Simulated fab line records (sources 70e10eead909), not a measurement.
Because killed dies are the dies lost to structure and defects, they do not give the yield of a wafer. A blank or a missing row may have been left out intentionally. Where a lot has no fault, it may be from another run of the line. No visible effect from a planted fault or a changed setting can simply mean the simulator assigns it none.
fab line records	flow nand-harc
record lots=6	wafers=18	last-day=31
route steps=1302 shown P_CONTACT@218 END@1302
lots that met no fault: from a run of the same line without faults
start-h: hours from the record's opening day to when the first of the lot's shown wafers began	wait-h: hours since the lot's step before	" as in the row above	L1.1+2: a single row standing in for several wafers	- value missing, or start not given	* or withheld: withheld	< > ~ a bound
route shown NAME@n: names a module that has steps shown in the file, with the first one's number in the route	usual: the fault-free wafers' mean and standard deviation	same: alike in all rows	chamber/n: place in a boat	sites: each site's reading	_std_site: standard deviation across them	_edge_site: the outer-site mean with the inner-site mean subtracted	radius-mm: for every site, how far away it sits from the centre of the wafer	mask NAME#n: copy n	behind: the last tool/chamber to shape the wafer	hold: what put the lot on hold/how long, in hours/how the hold closed	device: transistor that didn't switch, given as n, p or np	end of line: at the end of the route, the tests of the same wafers	a step with no rows: only its recipe	killed: not the wafer's yield, but the dies lost to structure and defects at the first sort	map: dies across one wafer; x = killed, . = not, _ = none there
set.NAME: setting as actually run; set.NAME@STEP: the setting as run at that earlier step	model.NAME: the simulator's own value behind a step, which no gauge read
lots at some steps of the route; a table a step, a row a wafer
services: when a tool's chamber went out of use (start-h, in hours from the record's first day, below 0 if earlier), for how many hours, and the reason
## steps
# step NHARC_P_CONTACT_DEP_00
# recipe target-thk-a=5000	temp-c=400	pressure-torr=6.5	rf-w=900	teos-flow-sccm=161.4	flow-sccm=2650	target-thk-nm=500	gas=O2	material=SiO2
# usual heater-power-w=589/82	throttle-valve-pct=15.9/0.49
lot.wafer	tool	chamber	start-h	wait-h	heater-power-w	throttle-valve-pct
L965.1	pecvd-04	0	-	-	541	16.3
L965.2	"	1	"	"	746	16.2
L965.6	"	0	"	"	597	16.2
L971.1	pecvd-03	1	-	-	516	16.1
L971.2	"	2	"	"	570	14.6
L971.4	"	0	"	"	453	16.2
L973.3	pecvd-02	1	-	-	478	16.4
L973.2	"	0	"	"	618	15.6
L973.4	"	0	"	"	644	16.0
L972.3	pecvd-03	1	-	-	652	16.4
L972.1	"	2	"	"	512	14.8
L972.5	"	1	"	"	489	16.4
L976.1	pecvd-02	0	-	-	668	15.5
L976.5	"	2	"	"	471	15.7
L976.6	"	1	"	"	451	16.4
L980.1	pecvd-04	1	-	-	743	16.2
L980.2	"	2	"	"	675	15.7
L980.5	"	1	"	"	771	16.4
# step NHARC_P_CONTACT_CMP_01
# recipe target-thk-nm=200	material=SiO2
# usual edge-zone-pressure-frac=1.000/0.0049	motor-current-A=12.1/0.86	slurry-filter-dp-kPa=13.50/0.13
lot.wafer	tool	chamber	start-h	wait-h	edge-zone-pressure-frac	motor-current-A	slurry-filter-dp-kPa
L965.2	cmp-03	1	169.02	-	0.997	10.9	13.52
L965.1	"	2	"	"	0.995	12.3	13.61
L965.6	"	0	"	"	1.004	12.0	13.46
L971.1	cmp-03	1	231.22	-	0.996	11.1	13.39
L971.2	"	2	"	"	1.001	11.4	13.39
L971.4	"	3	"	"	1.003	11.5	13.49
L973.2	cmp-04	2	243.57	-	0.988	14.0	13.78
L973.4	"	3	"	"	0.995	11.5	13.62
L973.3	"	1	"	"	1.002	13.5	13.36
L972.1	cmp-01	0	243.72	-	1.003	11.6	13.63
L972.3	"	2	"	"	1.012	12.4	13.60
L972.5	"	3	"	"	0.993	11.7	13.29
L976.1	cmp-01	0	278.30	-	1.000	11.1	13.54
L976.5	"	0	"	"	0.999	11.3	13.48
L976.6	"	1	"	"	1.004	12.5	13.38
L980.2	cmp-03	2	313.02	-	1.001	11.8	13.56
L980.1	"	0	"	"	1.004	11.6	13.44
L980.5	"	3	"	"	1.004	12.3	13.61
# step NHARC_P_CONTACT_SRD_03
# step NHARC_P_CONTACT_DEHYDRATE_04
# recipe temp-c=150	time-s=120
# step NHARC_P_CONTACT_HMDS_05
# recipe time-s=30
# step NHARC_P_CONTACT_COAT_33
# recipe temp-c=260	time-s=75
# step NHARC_P_CONTACT_COAT_34
# recipe temp-c=225	time-s=65
# step NHARC_P_CONTACT_COAT_06
# recipe spin-rpm=1500	resist-thk-nm=90
# step NHARC_P_CONTACT_SOFTBAKE_07
# recipe temp-c=105	time-s=55
# step NHARC_P_CONTACT_EBR_08
# step NHARC_P_CONTACT_EXPOSE_09
# recipe na=1.35	target-cd-nm=90	dose-mj=81.26	mask-id=P_CA
# step NHARC_P_CONTACT_PEB_10
# recipe peb-temp-c=100	peb-time-s=65
# usual heater-power-total-W=156.7/0.41
lot.wafer	tool	chamber	start-h	wait-h	heater-power-total-W
L965.1	litho-track-04	0	169.71	0.1	156.7
L965.2	"	0	"	"	156.5
L965.6	"	0	"	"	156.3
L971.1	litho-track-04	0	231.99	0.1	184.2
L971.2	"	0	"	"	184.1
L971.4	"	0	"	"	184.3
L973.2	litho-track-04	0	244.19	0.1	183.6
L973.3	"	0	"	"	184.5
L973.4	"	0	"	"	184.3
L972.1	litho-track-06	0	244.32	0.1	157.2
L972.3	"	0	"	"	157.1
L972.5	"	0	"	"	157.2
L976.1	litho-track-01	0	278.92	0.1	156.8
L976.5	"	0	"	"	156.6
L976.6	"	0	"	"	156.3
L980.1	litho-track-01	0	313.77	0.1	156.8
L980.2	"	0	"	"	156.1
L980.5	"	0	"	"	156.9
# step NHARC_P_CONTACT_DEVELOP_11
# recipe develop-time-s=35	dev-temp-c=23
# step NHARC_P_CONTACT_CD_MEAS_12
# recipe target-cd-nm=90	landing-energy-ev=500
# usual cd-nm=90.1/0.8
lot.wafer	tool	chamber	start-h	wait-h	cd-nm
L965.1	cd-sem-03	0	169.79	-	90.0
L965.2	"	0	"	"	90.9
L965.6	"	0	"	"	90.6
L971.1	cd-sem-02	0	232.07	-	79.0
L971.2	"	0	"	"	79.5
L971.4	"	0	"	"	78.9
L973.2	cd-sem-03	0	244.27	-	81.1
L973.3	"	0	"	"	82.1
L973.4	"	0	"	"	81.9
L972.1	cd-sem-01	0	244.40	-	89.3
L972.3	"	0	"	"	89.4
L972.5	"	0	"	"	89.8
L976.1	cd-sem-02	0	279.00	-	89.5
L976.5	"	0	"	"	90.0
L976.6	"	0	"	"	90.0
L980.1	cd-sem-02	0	313.84	-	90.6
L980.2	"	0	"	"	90.4
L980.5	"	0	"	"	90.0
# step NHARC_P_CONTACT_OVL_MEAS_13
# usual overlay-x-nm=0.1/0.88	overlay-y-nm=0.0/0.86
lot.wafer	tool	chamber	start-h	wait-h	overlay-x-nm	overlay-y-nm
L965.1	overlay-02	-	169.88	-	-0.2	-0.9
L965.2	"	-	"	"	0.0	-0.4
L965.6	"	-	"	"	-0.1	-0.7
L971.1	overlay-01	-	232.16	-	0.8	1.1
L971.2	"	-	"	"	0.5	0.8
L971.4	"	-	"	"	0.2	0.9
L973.2	overlay-01	-	244.37	-	-0.7	1.3
L973.3	"	-	"	"	-0.8	0.5
L973.4	"	-	"	"	-0.4	0.8
L972.1	overlay-02	-	244.48	-	0.7	0.6
L972.3	"	-	"	"	0.7	0.9
L972.5	"	-	"	"	0.6	0.5
L976.1	overlay-01	-	279.09	-	0.2	-0.5
L976.5	"	-	"	"	0.1	-0.5
L976.6	"	-	"	"	0.4	-0.8
L980.1	overlay-02	-	313.93	-	0.2	0.4
L980.2	"	-	"	"	0.3	1.0
L980.5	"	-	"	"	0.3	0.8
# step NHARC_P_CONTACT_INSPECT_14
# usual raw-defect-count=4/2.2
lot.wafer	tool	chamber	start-h	wait-h	raw-defect-count
L965.1	defect-inspect-02	-	169.92	0.0	3
L965.2	"	-	"	"	3
L965.6	"	-	"	"	6
L971.1	defect-inspect-01	-	232.20	0.0	1
L971.2	"	-	"	"	7
L971.4	"	-	"	"	2
L973.2	defect-inspect-01	-	244.41	0.0	2
L973.3	"	-	"	"	2
L973.4	"	-	"	"	1
L972.1	defect-inspect-01	-	244.52	0.0	7
L972.3	"	-	"	"	7
L972.5	"	-	"	"	5
L976.1	defect-inspect-02	-	279.12	0.0	6
L976.5	"	-	"	"	3
L976.6	"	-	"	"	8
L980.1	defect-inspect-01	-	313.97	0.0	2
L980.2	"	-	"	"	1
L980.5	"	-	"	"	2
# step NHARC_P_CONTACT_DESCUM_17
# recipe time-s=3	o2-flow-sccm=200	ar-flow-sccm=0	bias-power-w=0	chemistry=O2
# usual drypump-motor-current-A=5.74/0.3	oes-product-au=1.000/0.013	rf-vpp-V=57.8/0.93	showerhead-plenum-p-Torr=1.94/0.076	throttle-valve-pct=11.311/0.0086
lot.wafer	tool	chamber	start-h	wait-h	drypump-motor-current-A	oes-product-au	rf-hours-counter-h	rf-vpp-V	showerhead-plenum-p-Torr	throttle-valve-pct	model.P_CONTACT.cd-nm
L965.2	rie-diel-07	1	169.98	0.1	6.04	0.995	1.3	59.1	2.03	11.306	90.92
L965.1	"	3	"	"	5.93	1.008	1.0	56.4	1.94	11.316	89.47
L965.6	"	1	"	"	6.05	0.990	-	57.1	2.03	11.295	90.94
L971.1	rie-diel-07	1	232.26	0.1	6.06	0.988	2.6	59.2	2.03	11.308	79.44
L971.4	"	2	"	"	6.15	1.006	2.1	57.2	1.99	11.304	78.45
L971.2	"	3	"	"	5.93	1.014	2.0	58.8	1.94	11.308	78.95
L973.4	rie-diel-11	2	244.48	0.1	5.55	1.002	4.8	57.2	1.84	11.308	81.89
L973.2	"	3	"	"	5.77	1.004	4.4	57.8	2.01	11.306	80.88
L973.3	"	0	"	"	6.24	1.008	4.7	57.5	1.92	11.323	81.68
L972.3	rie-diel-07	1	244.59	0.1	6.06	0.985	3.1	57.6	2.03	11.296	89.84
L972.1	"	2	"	"	6.17	1.010	2.7	57.8	1.99	11.301	88.82
L972.5	"	0	"	"	5.51	0.993	-	57.9	1.91	11.318	90.49
L976.1	rie-diel-11	0	279.20	0.1	6.26	1.004	0.2	58.0	1.92	11.299	88.42
L976.6	"	2	"	"	5.54	1.000	-	57.6	1.84	11.305	90.69
L976.5	"	3	"	"	5.79	0.988	-	57.8	2.01	11.319	90.4
L980.1	rie-diel-05	1	314.03	0.1	5.79	0.981	5.2	58.9	1.98	11.298	89.81
L980.2	"	3	"	"	5.35	1.002	5.0	57.0	1.88	11.317	90.56
L980.5	"	2	"	"	5.88	1.006	-	58.1	2.02	11.328	90.68
# step NHARC_P_CONTACT_ETCH_35
# recipe target-depth-a=390	over-etch-frac=0.3	time-s=65	ion-energy-ev=80	cf4-flow-sccm=150	ar-flow-sccm=0	rf-w=300	bias-w=100	chemistry=CF4
# usual drypump-motor-current-A=5.74/0.29	oes-product-au=1.000/0.013	rf-vpp-V=151.5/1.1	showerhead-plenum-p-Torr=1.79/0.061	throttle-valve-pct=13.283/0.0095
# same over-etch-frac=0.3
lot.wafer	tool	chamber	start-h	wait-h	drypump-motor-current-A	oes-product-au	rf-hours-counter-h	rf-vpp-V	showerhead-plenum-p-Torr	throttle-valve-pct
L965.2	rie-diel-07	1	170.07	0.1	6.07	0.978	1.3	151.6	1.87	13.279
L965.1	"	2	"	"	6.15	1.008	1.0	152.1	1.83	13.272
L965.6	"	1	"	"	6.08	0.982	-	151.2	1.87	13.284
L971.1	rie-diel-07	0	232.34	0.1	5.49	0.988	2.4	150.3	1.77	13.287
L971.4	"	2	"	"	6.15	0.995	2.1	153.4	1.83	13.280
L971.2	"	3	"	"	5.92	1.012	2.0	151.3	1.79	13.290
L973.3	rie-diel-11	1	244.56	0.1	5.24	0.986	4.7	150.0	1.67	13.279
L973.4	"	2	"	"	5.56	0.998	4.8	149.9	1.71	13.289
L973.2	"	3	"	"	5.79	0.995	4.4	151.8	1.85	13.280
L972.1	rie-diel-07	0	244.67	0.1	5.47	0.986	2.9	151.6	1.77	13.267
L972.3	"	1	"	"	6.05	0.985	3.1	152.3	1.87	13.285
L972.5	"	0	"	"	5.46	0.992	-	150.4	1.77	13.288
L976.1	rie-diel-11	2	279.28	0.1	5.56	0.992	0.3	150.0	1.71	13.291
L976.5	"	0	"	"	6.22	0.998	-	152.3	1.77	13.269
L976.6	"	1	"	"	5.29	0.980	-	149.4	1.67	13.288
L980.2	rie-diel-05	0	314.12	0.1	5.64	1.037	4.7	152.2	1.84	13.275
L980.1	"	2	"	"	5.87	1.003	4.7	150.4	1.86	13.276
L980.5	"	0	"	"	5.66	1.027	-	151.9	1.84	13.285
# step NHARC_P_CONTACT_ETCH_36
# recipe target-depth-a=2600	over-etch-frac=0.25	time-s=406.25	ion-energy-ev=200	n2-flow-sccm=150	h2-flow-sccm=150	ar-flow-sccm=0	rf-w=400	bias-w=150	chemistry=N2/H2
# step NHARC_P_CONTACT_ETCH_18
# recipe target-depth-a=4810	time-s=240.5	c4f8-flow-sccm=20	o2-flow-sccm=10	ar-flow-sccm=withheld	rf-w=600	bias-w=1500	chemistry=C4F8/O2/Ar
# usual oes-product-au=0.957/0.022	rf-vpp-V=981/4.7
lot.wafer	tool	chamber	start-h	wait-h	oes-product-au	rf-hours-counter-h	rf-vpp-V
L965.1	rie-diel-07	1	-	-	0.950	1.6	986
L965.2	"	3	"	"	0.975	1.1	980
L965.6	"	1	"	"	0.959	-	987
L971.1	rie-diel-07	2	-	-	0.951	2.4	983
L971.4	"	3	"	"	0.959	2.3	980
L971.2	"	0	"	"	0.925	2.5	978
L973.3	rie-diel-11	3	-	-	0.974	4.7	983
L973.4	"	0	"	"	0.987	4.9	978
L973.2	"	2	"	"	0.956	5.0	974
L972.1	rie-diel-07	0	-	-	0.944	3.2	977
L972.3	"	3	"	"	0.959	2.9	979
L972.5	"	0	"	"	0.957	-	978
L976.1	rie-diel-11	0	-	-	0.975	0.5	979
L976.6	"	2	"	"	0.957	-	973
L976.5	"	3	"	"	0.956	-	985
L980.1	rie-diel-05	2	-	-	0.937	4.8	986
L980.2	"	1	"	"	0.916	5.3	983
L980.5	"	2	"	"	0.934	-	984
# step NHARC_P_CONTACT_STRIP_37
# recipe c4f8-flow-sccm=withheld	o2-flow-sccm=8	ar-flow-sccm=withheld	bias-w=0	chemistry=C4F8/O2/Ar
# step NHARC_P_CONTACT_ETCH_31
# recipe target-depth-a=300	time-s=85.7	ion-energy-ev=120	over-etch-frac=1	ch3f-flow-sccm=50	o2-flow-sccm=30	ar-flow-sccm=200	rf-w=500	bias-w=100	chemistry=CH3F/O2
# usual ch3f-flow-sccm=49.98/0.16	drypump-motor-current-A=5.76/0.29	oes-product-au=0.976/0.016	rf-vpp-V=244.9/1.5	showerhead-plenum-p-Torr=2.50/0.088	throttle-valve-pct=20.662/0.0089
# same over-etch-frac=1
lot.wafer	tool	chamber	start-h	wait-h	ch3f-flow-sccm	drypump-motor-current-A	oes-product-au	rf-hours-counter-h	rf-vpp-V	showerhead-plenum-p-Torr	throttle-valve-pct	model.P_CONTACT.cd-nm
L965.2	rie-diel-07	1	-	-	49.80	6.07	0.980	1.7	246.1	2.61	20.660	91.44
L965.1	"	3	"	"	50.20	5.92	0.988	1.2	244.5	2.49	20.659	89.44
L965.6	"	1	"	"	50.23	6.07	0.971	-	246.1	2.61	20.680	92.79
L971.4	rie-diel-07	0	-	-	50.01	5.49	0.947	2.6	244.2	2.46	20.639	78.83
L971.2	"	1	"	"	49.67	6.07	0.951	2.8	246.4	2.61	20.672	81.18
L971.1	"	2	"	"	50.11	6.15	0.980	2.5	245.4	2.55	20.655	79.22
L973.2	rie-diel-11	3	-	-	50.09	5.76	0.993	4.8	247.1	2.58	20.669	82.2
L973.4	"	0	"	"	49.94	6.21	1.004	5.0	244.3	2.46	20.669	82.85
L973.3	"	1	"	"	49.82	5.27	0.930	4.9	243.8	2.31	20.670	82.12
L972.1	rie-diel-07	0	-	-	50.18	5.48	0.959	3.3	243.7	2.46	20.656	87.97
L972.3	"	1	"	"	49.70	6.06	0.961	3.3	246.7	2.61	20.647	90.86
L972.5	"	1	"	"	49.80	6.07	0.969	-	246.9	2.61	20.663	91.4
L976.1	rie-diel-11	1	-	-	50.11	5.28	0.981	0.5	242.2	2.31	20.666	86.43
L976.5	"	2	"	"	49.64	5.57	0.970	-	243.9	2.37	20.665	91.3
L976.6	"	3	"	"	49.95	5.79	0.971	-	246.3	2.58	20.654	87.19
L980.1	rie-diel-05	3	-	-	50.15	5.38	0.960	5.4	245.5	2.42	20.656	93.71
L980.2	"	0	"	"	49.92	5.66	0.973	5.0	248.1	2.56	20.677	86.6
L980.5	"	3	"	"	50.06	5.38	0.973	-	244.2	2.42	20.657	90.34
# step NHARC_P_CONTACT_CD_MEAS_19
# usual cd-nm=89.8/2.1
lot.wafer	tool	chamber	start-h	wait-h	cd-nm
L965.1	cd-sem-01	-	170.86	-	88.9
L965.2	"	-	"	"	91.4
L965.6	"	-	"	"	92.7
L971.1	cd-sem-02	-	233.13	-	79.3
L971.2	"	-	"	"	80.9
L971.4	"	-	"	"	78.7
L973.2	cd-sem-01	-	245.34	-	82.3
L973.3	"	-	"	"	82.2
L973.4	"	-	"	"	83.4
L972.1	cd-sem-03	-	245.47	-	88.2
L972.3	"	-	"	"	90.5
L972.5	"	-	"	"	91.2
L976.1	cd-sem-03	-	280.07	-	86.7
L976.5	"	-	"	"	91.1
L976.6	"	-	"	"	87.5
L980.1	cd-sem-02	-	314.90	-	93.6
L980.2	"	-	"	"	86.6
L980.5	"	-	"	"	90.7
# step NHARC_P_CONTACT_STRIP_28
# recipe o2-flow-sccm=500	ar-flow-sccm=0	bias-w=0	chemistry=O2
# usual drypump-motor-current-A=5.77/0.29	oes-product-au=0.997/0.011	rf-vpp-V=57.9/0.92	showerhead-plenum-p-Torr=3.58/0.12	throttle-valve-pct=17.035/0.0091
lot.wafer	tool	chamber	start-h	wait-h	drypump-motor-current-A	oes-product-au	rf-hours-counter-h	rf-vpp-V	showerhead-plenum-p-Torr	throttle-valve-pct
L965.1	rie-diel-05	3	170.93	0.1	5.35	1.015	6.7	58.5	3.48	17.020
L965.2	"	2	"	"	5.90	1.006	6.1	58.5	3.72	17.023
L965.6	"	0	"	"	5.66	1.007	-	60.0	3.68	17.021
L971.2	rie-diel-11	0	233.20	0.1	6.21	1.000	4.6	58.1	3.54	17.029
L971.1	"	2	"	"	5.59	0.986	4.6	58.4	3.41	17.045
L971.4	"	2	"	"	5.56	0.997	-	57.4	3.41	17.050
L973.4	rie-diel-11	3	245.41	0.1	5.82	0.991	4.8	58.0	3.69	17.013
L973.3	"	0	"	"	6.29	1.010	5.1	55.0	3.54	17.028
L973.2	"	2	"	"	5.54	1.002	5.1	57.2	3.41	17.036
L972.1	rie-diel-07	0	245.57	0.1	5.55	1.001	3.3	56.7	3.53	17.040
L972.3	"	1	"	"	6.08	0.977	3.4	58.6	3.73	17.027
L972.5	"	1	"	"	6.07	0.992	-	57.4	3.73	17.029
L976.1	rie-diel-07	0	280.19	0.1	5.54	0.998	4.3	58.3	3.53	17.036
L976.6	"	1	"	"	6.06	0.993	-	57.8	3.73	17.037
L976.5	"	2	"	"	6.14	1.008	-	57.9	3.66	17.044
L980.1	rie-diel-05	1	315.01	0.1	5.85	0.979	5.4	57.6	3.64	17.018
L980.2	"	2	"	"	5.89	0.997	5.0	58.3	3.71	17.041
L980.5	"	3	"	"	5.40	1.009	-	58.2	3.48	17.038
# step NHARC_END_SORT_01
# recipe temp-c=25
# usual killed-at-array=54/21	killed-at-other=0.9/1.1	killed-at-periphery=3.5/2.5	killed-dies=58/21	killed-open=3.3/1.9	killed-short=2.6/1.8
# same gross-dies=677
lot.wafer	tool	chamber	start-h	wait-h	killed-at-array	killed-at-other	killed-at-periphery	killed-dies	killed-open	killed-short
L971.1	prober-02	0	691.49	2.5	46	2	12	60	2	1
L971.2	prober-02	0	692.30	2.8	33	1	10	44	3	2
L971.4	prober-02	0	693.91	3.4	36	1	26	63	2	5
L973.2	prober-01	0	706.28	2.8	58	1	3	62	2	1
L973.3	prober-01	0	707.09	3.1	56	1	5	62	4	3
L973.4	prober-01	0	707.89	3.4	49	4	3	56	2	2
L972.3	prober-02	0	717.57	3.1	59	0	7	66	1	3
L972.5	prober-02	0	719.18	3.7	67	0	8	75	2	7
# killed by level:class
L971.1 A_CHANNEL_HOLE_D2:chamber-film-flake=21 P_CONTACT:area-peb=11 A_STAIRCASE:chamber-film-flake=7 A_SLIT:chamber-film-flake=6 A_CHANNEL_HOLE_D1:chamber-film-flake=4 A_CHANNEL_FILL_D2:chamber-film-flake=3 THIN_TSV:chamber-film-flake=2 A_CHANNEL_FILL_D1:geometric-particle:short=1
L971.2 A_CHANNEL_HOLE_D2:chamber-film-flake=18 P_CONTACT:area-peb=6 A_STAIRCASE:chamber-film-flake=5 A_WL_FILL:chamber-film-flake=3 A_SLIT:chamber-film-flake=2 P_CONTACT:geometric-particle:short=1 P_CONTACT:geometric-particle:open=1 P_M0:geometric-particle:open=1
L971.4 P_CONTACT:area-peb=21 A_CHANNEL_HOLE_D2:chamber-film-flake=13 A_CHANNEL_HOLE_D1:chamber-film-flake=7 A_SLIT:chamber-film-flake=5 A_CONTACT:chamber-film-flake=3 P_ZERO_WELL:geometric-particle:short=1 P_GATE:geometric-particle:open=1 P_CONTACT:geometric-particle:short=1
L973.2 A_CHANNEL_HOLE_D1:chamber-film-flake=35 A_CONTACT:chamber-film-flake=6 A_ZERO_WELL:chamber-film-flake=3 A_CHANNEL_FILL_D2:chamber-film-flake=3 A_WL_FILL:chamber-film-flake=3 P_CONTACT:area-peb=3 A_CHANNEL_FILL_D1:geometric-particle:open=2 A_STAIRCASE:chamber-film-flake=2
L973.3 A_CHANNEL_HOLE_D1:chamber-film-flake=35 P_M1:chamber-film-flake=3 A_SLIT:chamber-film-flake=3 A_CHANNEL_FILL_D2:chamber-film-flake=3 A_CONTACT:chamber-film-flake=3 A_M0:geometric-particle:open=2 A_WL_FILL:chamber-film-flake=2 A_ONON_D1:geometric-particle:short=1
L973.4 A_CHANNEL_HOLE_D1:chamber-film-flake=25 A_CONTACT:chamber-film-flake=6 A_ZERO_WELL:chamber-film-flake=5 A_SLIT:chamber-film-flake=5 THIN_TSV:chamber-film-flake=3 A_CHANNEL_FILL_D1:geometric-particle:short=2 A_CHANNEL_FILL_D2:chamber-film-flake=2 A_WL_FILL:chamber-film-flake=2
L972.3 A_CHANNEL_HOLE_D1:chamber-film-flake=27 A_CHANNEL_HOLE_D2:chamber-film-flake=21 P_GATE:chamber-film-flake=3 A_SLIT:chamber-film-flake=3 P_ZERO_WELL:chamber-film-flake=2 A_STAIRCASE:chamber-film-flake=2 P_M0:geometric-particle:short=1 A_CHANNEL_FILL_D1:geometric-particle:short=1
L972.5 A_CHANNEL_HOLE_D1:chamber-film-flake=31 A_CHANNEL_HOLE_D2:chamber-film-flake=17 A_WL_FILL:geometric-particle:short=3 P_M1:chamber-film-flake=3 A_STAIRCASE:chamber-film-flake=3 A_SLIT:chamber-film-flake=3 P_M0:geometric-particle:short=2 A_ONON_D2:geometric-particle:short=2
## services
tool	chamber	start-h	hours	kind
litho-track-01	-	155.00	7.0	pm
cmp-01	-	159.35	5.9	repair
rie-diel-07	2	161.82	7.6	repair
cmp-03	-	162.20	4.0	pm
pecvd-02	-	167.24	1.7	repair
cmp-03	-	171.78	0.4	repair
rie-diel-07	3	177.97	5.0	repair
pecvd-03	1	180.52	4.8	repair
pecvd-03	-	185.05	13.0	pm
cmp-01	-	194.81	4.0	pm
cmp-01	-	200.58	14.1	repair
litho-track-04	-	203.00	7.0	pm
pecvd-02	2	204.18	14.1	repair
pecvd-02	-	227.15	13.0	pm
rie-diel-05	-	229.60	9.0	pm
rie-diel-11	1	232.52	8.7	repair
pecvd-04	2	236.93	4.0	repair
rie-diel-05	0	243.66	16.9	repair
rie-diel-07	2	245.21	9.8	repair
rie-diel-11	-	255.52	9.0	pm
cmp-03	-	260.20	4.0	pm
cmp-03	-	286.58	0.6	repair
rie-diel-07	-	294.20	9.0	pm
cmp-03	-	305.84	1.0	repair
## key
first-sign step=NHARC_P_CONTACT_PEB_10	reading=heater-power-total-W	direction=up	sigmas=67	usual=*	struck=*
effect step=NHARC_P_CONTACT_CD_MEAS_12	reading=cd-nm	direction=down	sigmas=12	usual=90.1	struck=80.4	through=control-loop
effect step=NHARC_P_CONTACT_CD_MEAS_19	reading=cd-nm	direction=down	sigmas=4.2	usual=89.8	struck=81.1	through=control-loop
effect step=NHARC_END_SORT_01	reading=killed-at-periphery	direction=up	sigmas=2.5	usual=3.5	struck=9.8	wafers-moved=3
model-effect step=NHARC_P_CONTACT_DESCUM_17	value=P_CONTACT.cd-nm	without=90.14	struck=80.22
model-effect step=NHARC_P_CONTACT_ETCH_31	value=P_CONTACT.cd-nm	without=90.99	struck=81.06
met-at NHARC_P_CONTACT_PEB_10
struck-wafers L971.1,L971.2,L971.4,L973.2,L973.3,L973.4
tester-left-out L971,L973
loop-trim step=NHARC_P_CONTACT_EXPOSE_09	setting=dose	lots=L973
onset-between 169.71 231.99
fault kind=process-parameter-drift	tool=litho-track-04	chamber=-	onset-h=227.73	steps=NHARC_P_CONTACT_PEB_10	channel=peb-time-s	offset=*	shape=step	end-h=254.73	acts-in=*	stated=*
# tester-left-out: of these lots the tester's yield and bins aren't shown, on N5 and GAA mostly nor the transistor test; their killed dies are dies lost to structure and defects alone, not to doping, threshold or leakage, so they don't give the yield
# loop-trim: a control loop set the setting to another value than it would have without faults
